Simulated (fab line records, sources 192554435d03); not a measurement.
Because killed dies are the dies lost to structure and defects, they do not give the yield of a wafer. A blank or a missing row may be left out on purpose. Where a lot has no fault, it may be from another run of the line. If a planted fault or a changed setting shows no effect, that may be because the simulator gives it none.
Chamber matching || flow n5-finfet || N5_BEOL_M6_ILD_DEP_00 on pecvd-04 has 3 sister chambers
The step deposits SiCOH lowk from DEMS/porogen, target thk 179.75 nm, time 33.4 s. 6 wafers are shown with their chamber, then 11 later ones without.

WAFERS PAIRED WITH THEIR CHAMBERS
{"wafer": "L090.2", "chamber": 0, "throttle-valve-pct (%)": 15.2, "showerhead-vpp-V (V)": 1386}
{"wafer": "L090.6", "chamber": 2, "throttle-valve-pct (%)": 13.2, "showerhead-vpp-V (V)": 1328}
{"wafer": "L091.2", "chamber": 2, "throttle-valve-pct (%)": 13.1, "showerhead-vpp-V (V)": 1346}
{"wafer": "L091.3", "chamber": 0, "throttle-valve-pct (%)": 15.3, "showerhead-vpp-V (V)": 1396}
{"wafer": "L091.4", "chamber": 1, "throttle-valve-pct (%)": 14.9, "showerhead-vpp-V (V)": 1319}
{"wafer": "L089.2", "chamber": 1, "throttle-valve-pct (%)": 15.3, "showerhead-vpp-V (V)": 1332}

WAFERS WHOSE CHAMBER IS MISSING
{"wafer": "L089.3", "throttle-valve-pct (%)": 13.2, "showerhead-vpp-V (V)": 1350}
{"wafer": "L089.6", "throttle-valve-pct (%)": 15.0, "showerhead-vpp-V (V)": 1403}
{"wafer": "L092.2", "throttle-valve-pct (%)": 15.2, "showerhead-vpp-V (V)": 1300}
{"wafer": "L092.4", "throttle-valve-pct (%)": 14.9, "showerhead-vpp-V (V)": 1379}
{"wafer": "L092.6", "throttle-valve-pct (%)": 15.3, "showerhead-vpp-V (V)": 1306}
{"wafer": "L096.1", "throttle-valve-pct (%)": 15.0, "showerhead-vpp-V (V)": 1325}
{"wafer": "L096.3", "throttle-valve-pct (%)": 13.4, "showerhead-vpp-V (V)": 1336}
{"wafer": "L096.5", "throttle-valve-pct (%)": 15.1, "showerhead-vpp-V (V)": 1405}
{"wafer": "L095.1", "throttle-valve-pct (%)": 13.2, "showerhead-vpp-V (V)": 1322}
{"wafer": "L095.2", "throttle-valve-pct (%)": 15.4, "showerhead-vpp-V (V)": 1339}
{"wafer": "L095.4", "throttle-valve-pct (%)": 14.7, "showerhead-vpp-V (V)": 1380}

WHICH CHAMBER EACH ONE RAN IN
{"wafer": "L089.3", "from the rows above": 2, "in truth": 2}
{"wafer": "L089.6", "from the rows above": 0, "in truth": 0}
{"wafer": "L092.2", "from the rows above": 1, "in truth": 1}
{"wafer": "L092.4", "from the rows above": 0, "in truth": 0}
{"wafer": "L092.6", "from the rows above": 1, "in truth": 1}
{"wafer": "L096.1", "from the rows above": 1, "in truth": 1}
{"wafer": "L096.3", "from the rows above": 2, "in truth": 2}
{"wafer": "L096.5", "from the rows above": 0, "in truth": 0}
{"wafer": "L095.1", "from the rows above": 2, "in truth": 2}
{"wafer": "L095.2", "from the rows above": 1, "in truth": 1}
{"wafer": "L095.4", "from the rows above": 0, "in truth": 0}
Correct placement for 11 of the 11. From these rows, 0 cannot be placed. 0 placed wrongly.
How it was worked out, from the rows above alone: a wafer's distance from a chamber is the root of the sum, over the readings, of the square of ((its reading less the chamber's mean) divided by the reading's scatter). The wafer belongs to the nearest chamber; if the next one is less than 2 further off, it can't be placed. For every chamber, the mean is computed from those of its wafers that are shown. The scatter: take each reading less its chamber's mean, square it, sum over the shown wafers, divide by the number of wafers less the number of chambers, and take the root.
